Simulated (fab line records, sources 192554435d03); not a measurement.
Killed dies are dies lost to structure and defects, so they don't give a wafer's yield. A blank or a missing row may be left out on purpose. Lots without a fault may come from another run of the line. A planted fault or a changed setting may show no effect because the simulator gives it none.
Chamber matching | flow n5_finfet | N5_BEOL_M8_ILD_DEP_00 on pecvd-02: 3 sister chambers
The step deposits SiCOH lowk from DEMS/porogen, target thk 179.75 nm, time 33.4 s. 16 wafers are shown with their chamber, then 8 later ones without.

WAFERS WITH THEIR CHAMBER
wafer  | chamber | throttle_valve_pct (%) | heater_power_w (W) | showerhead_plenum_p_Torr (Torr)
L079.1 | 1       | 13.7                   | 419                | 5.757
L079.2 | 2       | 13.7                   | 353                | 5.726
L079.4 | 1       | 13.8                   | 426                | 5.761
L081.2 | 0       | 13.0                   | 277                | 5.739
L081.4 | 0       | 12.9                   | 277                | 5.745
L081.6 | 1       | 14.0                   | 421                | 5.764
L087.3 | 2       | 13.8                   | 351                | 5.723
L087.4 | 0       | 13.0                   | 248                | 5.731
L087.6 | 1       | 14.2                   | 434                | 5.754
L089.4 | 1       | 14.1                   | 369                | 5.742
L089.5 | 2       | 13.8                   | 325                | 5.718
L089.6 | 0       | 12.9                   | 236                | 5.727
L088.2 | 0       | 12.9                   | 256                | 5.731
L088.5 | 1       | 13.7                   | 407                | 5.739
L088.6 | 0       | 12.8                   | 272                | 5.729
L093.2 | 1       | 14.1                   | 442                | 5.746

SIGNATURES (means of the wafers above)
reading                  | chamber 0 | chamber 1 | chamber 2 | scatter within a chamber
throttle_valve_pct       | 12.917    | 13.943    | 13.767    | 0.15
heater_power_w           | 261.00    | 416.86    | 343.00    | 20.3
showerhead_plenum_p_Torr | 5.73367   | 5.75186   | 5.72233   | 0.00798
Rule: a wafer's distance from a chamber is the root of the sum, over the readings, of the square of ((its reading less the chamber's mean) divided by the reading's scatter). The wafer belongs to the nearest chamber; if the next one is less than 2 further off, it can't be placed. The scatter: the root of (the sum of the squares of (reading less its chamber's mean) over the shown wafers, divided by (wafers less chambers)).

WAFERS WITHOUT THEIR CHAMBER
wafer  | throttle_valve_pct (%) | heater_power_w (W) | showerhead_plenum_p_Torr (Torr)
L093.5 | 13.8                   | 349                | 5.739
L093.6 | 12.8                   | 261                | 5.722
L092.3 | 13.9                   | 427                | 5.743
L092.5 | 14.1                   | 430                | 5.739
L092.6 | 13.2                   | 247                | 5.733
L095.1 | 14.0                   | 415                | 5.750
L095.3 | 13.1                   | 259                | 5.738
L095.4 | 14.2                   | 432                | 5.759

WHICH CHAMBER EACH WENT THROUGH
wafer  | from the rows above     | in truth
L093.5 | can't be placed: 2 or 1 | 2
L093.6 | 0                       | 0
L092.3 | 1                       | 1
L092.5 | 1                       | 1
L092.6 | 0                       | 0
L095.1 | 1                       | 1
L095.3 | 0                       | 0
L095.4 | 1                       | 1
Placed correctly: 7 of 8. Can't be placed from these rows: 1 (the true chamber is among the candidates in 1). Placed wrongly: 0.
